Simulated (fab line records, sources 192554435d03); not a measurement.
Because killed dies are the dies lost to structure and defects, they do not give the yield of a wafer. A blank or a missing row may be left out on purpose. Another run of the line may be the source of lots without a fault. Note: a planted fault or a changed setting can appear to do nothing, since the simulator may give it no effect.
Lot-split experiment :: flow n5Finfet :: on a route of 1938 steps: 7 lots, 21 wafers read

== THE SPLIT ITSELF ==
At N5_BEOL_M8_ILD_DEP_00 (deposits SiCOH lowk from DEMS/porogen, target thk 179.75 nm, time 33.4 s), the setting timeS was moved away from the recipe's 33.4 s on 3 of the 21 wafers read, by +9.3% to +12.5%. The other wafers ran this setting at the recipe's value.

== SPLIT TO READING: what lies between them in the file, 1 step ==
- N5_BEOL_M8_CURE_74: cures SiCOH lowk, time 240 s

== THE READING ==
M8_ILD_THK (nm), taken at N5_BEOL_M8_THK_MEAS_01. Fault-free wafers of this fab line usually give 154.8 nm, standard deviation 2.1 nm.

wafer: L077.1
tool, chamber at the split: pecvd-03, 0
timeS as run, s: 33.4
against the recipe: recipe
M8_ILD_THK, nm: 154.7
against lot-mates on the recipe: -

wafer: L077.2
tool, chamber at the split: pecvd-03, 2
timeS as run, s: 33.4
against the recipe: recipe
M8_ILD_THK, nm: 152.7
against lot-mates on the recipe: -

wafer: L077.5
tool, chamber at the split: pecvd-03, 0
timeS as run, s: 33.4
against the recipe: recipe
M8_ILD_THK, nm: 156.7
against lot-mates on the recipe: -

wafer: L079.4
tool, chamber at the split: pecvd-04, 1
timeS as run, s: 33.4
against the recipe: recipe
M8_ILD_THK, nm: 154.7
against lot-mates on the recipe: -

wafer: L079.5
tool, chamber at the split: pecvd-04, 2
timeS as run, s: 33.4
against the recipe: recipe
M8_ILD_THK, nm: 152.6
against lot-mates on the recipe: -

wafer: L079.6
tool, chamber at the split: pecvd-04, 0
timeS as run, s: 37.59
against the recipe: +12.5%
M8_ILD_THK, nm: 172.0
against lot-mates on the recipe: +18.4

wafer: L082.1
tool, chamber at the split: pecvd-01, 1
timeS as run, s: 33.4
against the recipe: recipe
M8_ILD_THK, nm: 155.5
against lot-mates on the recipe: -

wafer: L082.4
tool, chamber at the split: pecvd-01, 0
timeS as run, s: 33.4
against the recipe: recipe
M8_ILD_THK, nm: 158.5
against lot-mates on the recipe: -

wafer: L082.5
tool, chamber at the split: pecvd-01, 2
timeS as run, s: 33.4
against the recipe: recipe
M8_ILD_THK, nm: 159.4
against lot-mates on the recipe: -

wafer: L086.1
tool, chamber at the split: pecvd-01, 0
timeS as run, s: 33.4
against the recipe: recipe
M8_ILD_THK, nm: 157.2
against lot-mates on the recipe: -

wafer: L086.3
tool, chamber at the split: pecvd-01, 2
timeS as run, s: 33.4
against the recipe: recipe
M8_ILD_THK, nm: 157.4
against lot-mates on the recipe: -

wafer: L086.5
tool, chamber at the split: pecvd-01, 2
timeS as run, s: 33.4
against the recipe: recipe
M8_ILD_THK, nm: 158.2
against lot-mates on the recipe: -

wafer: L087.2
tool, chamber at the split: pecvd-04, 1
timeS as run, s: 33.4
against the recipe: recipe
M8_ILD_THK, nm: 153.4
against lot-mates on the recipe: -

wafer: L087.3
tool, chamber at the split: pecvd-04, 2
timeS as run, s: 33.4
against the recipe: recipe
M8_ILD_THK, nm: 151.9
against lot-mates on the recipe: -

wafer: L087.5
tool, chamber at the split: pecvd-04, 1
timeS as run, s: 33.4
against the recipe: recipe
M8_ILD_THK, nm: 154.8
against lot-mates on the recipe: -

wafer: L093.1
tool, chamber at the split: pecvd-04, 1
timeS as run, s: 33.4
against the recipe: recipe
M8_ILD_THK, nm: 153.2
against lot-mates on the recipe: -

wafer: L093.5
tool, chamber at the split: pecvd-04, 2
timeS as run, s: 33.4
against the recipe: recipe
M8_ILD_THK, nm: 155.7
against lot-mates on the recipe: -

wafer: L093.6
tool, chamber at the split: pecvd-04, 0
timeS as run, s: 33.4
against the recipe: recipe
M8_ILD_THK, nm: 153.6
against lot-mates on the recipe: -

wafer: L097.1
tool, chamber at the split: pecvd-03, 0
timeS as run, s: 36.5
against the recipe: +9.3%
M8_ILD_THK, nm: 166.6
against lot-mates on the recipe: +11.5

wafer: L097.4
tool, chamber at the split: pecvd-03, 0
timeS as run, s: 36.5
against the recipe: +9.3%
M8_ILD_THK, nm: 168.1
against lot-mates on the recipe: +13.0

wafer: L097.6
tool, chamber at the split: pecvd-03, 2
timeS as run, s: 33.4
against the recipe: recipe
M8_ILD_THK, nm: 155.1
against lot-mates on the recipe: -

THE FIT
A straight line over all 21 wafers: M8_ILD_THK changes by +1.31 nm for each +1% of timeS; r = +0.92; the points scatter about the line by 2.1 nm.
The same after taking each lot's own level away (the mean of its wafers on the recipe; 21 wafers): +1.39 nm for each +1%; r = +0.97; scatter 1.3 nm.
On that fit, the largest move of timeS shifts the reading by 17 nm.
From 153.37 to 157.80 nm: that is the span of the lots' own levels, equal to 2.1 times the standard deviation above.
The two slopes agree, so the slope changes little with the lot-to-lot level.
Check: with one of the wafers moved furthest among these (+12.5%) left out of the fit, the line predicts +16.6 nm for it against its lot-mates. Against them it came out at +18.4 nm.

== THESE WAFERS: OTHER SPLITS ==
Before the reading, these wafers also passed through other splits. Each is held against what the fit with the lots' levels taken away leaves over:
other split on the same wafers: N5_BEOL_M7_ILD_DEP_00 timeS
wafers away from the commonest value: 5
r with M8_ILD_THK (lot level and that fit taken away): -0.19

other split on the same wafers: N5_BEOL_M7_COAT_05 spinRpm
wafers away from the commonest value: 5
r with M8_ILD_THK (lot level and that fit taken away): -0.06

== THE WHOLE CHAIN: every reading that the file lists as answering this split, in the file's order ==
step: N5_BEOL_M8_ILD_DEP_00
what it does: deposits SiCOH lowk from DEMS/porogen, target thk 179.75 nm, time 33.4 s
reading: SiCOH_lowk_of_BEOL_M8_ILD_DEP_00.thkNm (the simulator's own value, which no gauge read)
change (the file's fit): +1.61 nm for each +1% of the setting
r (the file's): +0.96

step: N5_BEOL_M8_CURE_74
what it does: cures SiCOH lowk, time 240 s
reading: SiCOH_lowk_of_BEOL_M8_ILD_DEP_00.thkNm (the simulator's own value, which no gauge read)
change (the file's fit): +1.42 nm for each +1% of the setting
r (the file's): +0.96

step: N5_BEOL_M8_THK_MEAS_01
what it does: 
reading: M8_ILD_THK
change (the file's fit): +1.42 for each +1% of the setting
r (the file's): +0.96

== THE FILE'S OWN FIT ==
M8_ILD_THK changes by +1.42 nm for each +1% of timeS, r = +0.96.
